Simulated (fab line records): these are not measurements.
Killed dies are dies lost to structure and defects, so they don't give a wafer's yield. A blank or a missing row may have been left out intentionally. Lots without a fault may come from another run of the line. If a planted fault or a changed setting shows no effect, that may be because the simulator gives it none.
Matching of chambers | flow n5 finfet | 4 sister chambers for N5_BEOL_M2_ETCH_64 on rie diel-04
The step etches SOC in N2/H2, target depth 75 nm, overetch 22.5 nm, time 121.9 s. 14 wafers are shown with their chamber, then 7 later ones without.

WAFERS WITH THEIR CHAMBER
wafer  | chamber | showerhead plenum p Torr (Torr) | drypump motor current A (A) | oes product au (a.u.)
L077.1 | 1       | 2.49                            | 5.6                         | 0.68
L077.4 | 3       | 2.61                            | 5.1                         | 0.54
L077.6 | 1       | 2.49                            | 5.6                         | 0.68
L078.4 | 2       | 2.51                            | 5.2                         | 0.54
L078.5 | 3       | 2.61                            | 5.1                         | 0.53
L078.6 | 1       | 2.49                            | 5.6                         | 0.68
L079.1 | 2       | 2.51                            | 5.2                         | 0.53
L079.2 | 3       | 2.61                            | 5.1                         | 0.53
L079.3 | 1       | 2.48                            | 5.6                         | 0.68
L079.4 | 0       | 2.72                            | 6.1                         | 0.75
L079.5 | 1       | 2.48                            | 5.6                         | 0.68
L079.6 | 2       | 2.51                            | 5.2                         | 0.54
L081.1 | 3       | 2.61                            | 5.2                         | 0.53
L081.2 | 0       | 2.72                            | 6.1                         | 0.74

SIGNATURES (averages over the wafers above)
reading                  | chamber 0 | chamber 1 | chamber 2 | chamber 3 | scatter within a chamber
showerhead plenum p Torr | 2.7200    | 2.4860    | 2.5100    | 2.6100    | 0.00346
drypump motor current A  | 6.100     | 5.600     | 5.200     | 5.125     | 0.0274
oes product au           | 0.7450    | 0.6800    | 0.5367    | 0.5325    | 0.00438
Rule: distance of a wafer from a chamber = root of the sum over the readings of ((wafer's reading minus chamber's mean) / reading's scatter) squared. The wafer belongs to the nearest chamber; if the next one is less than 2 further off, it can't be placed. How the scatter is found: for the shown wafers, subtract from each reading the mean of its chamber, square and add these, divide the total by (wafers less chambers), then take the root.

WAFERS MISSING THEIR CHAMBER
wafer  | showerhead plenum p Torr (Torr) | drypump motor current A (A) | oes product au (a.u.)
L081.4 | 2.50                            | 5.2                         | 0.54
L093.1 | 2.60                            | 5.1                         | 0.72
L093.4 | 2.71                            | 6.1                         | 0.68
L093.5 | 2.49                            | 5.1                         | 0.52
L097.3 | 2.46                            | 5.6                         | 0.63
L097.4 | 2.59                            | 5.1                         | 0.71
L097.5 | 2.47                            | 5.6                         | 0.64

THE CHAMBER EACH PASSED THROUGH
wafer  | from the rows above | in truth
L081.4 | 2                   | 2
L093.1 | 1                   | 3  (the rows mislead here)
L093.4 | 0                   | 0
L093.5 | 2                   | 2
L097.3 | 1                   | 1
L097.4 | 1                   | 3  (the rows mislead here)
L097.5 | 1                   | 1
5 of 7 placed correctly. Not placeable from these rows: 0. Wrongly placed: 2.
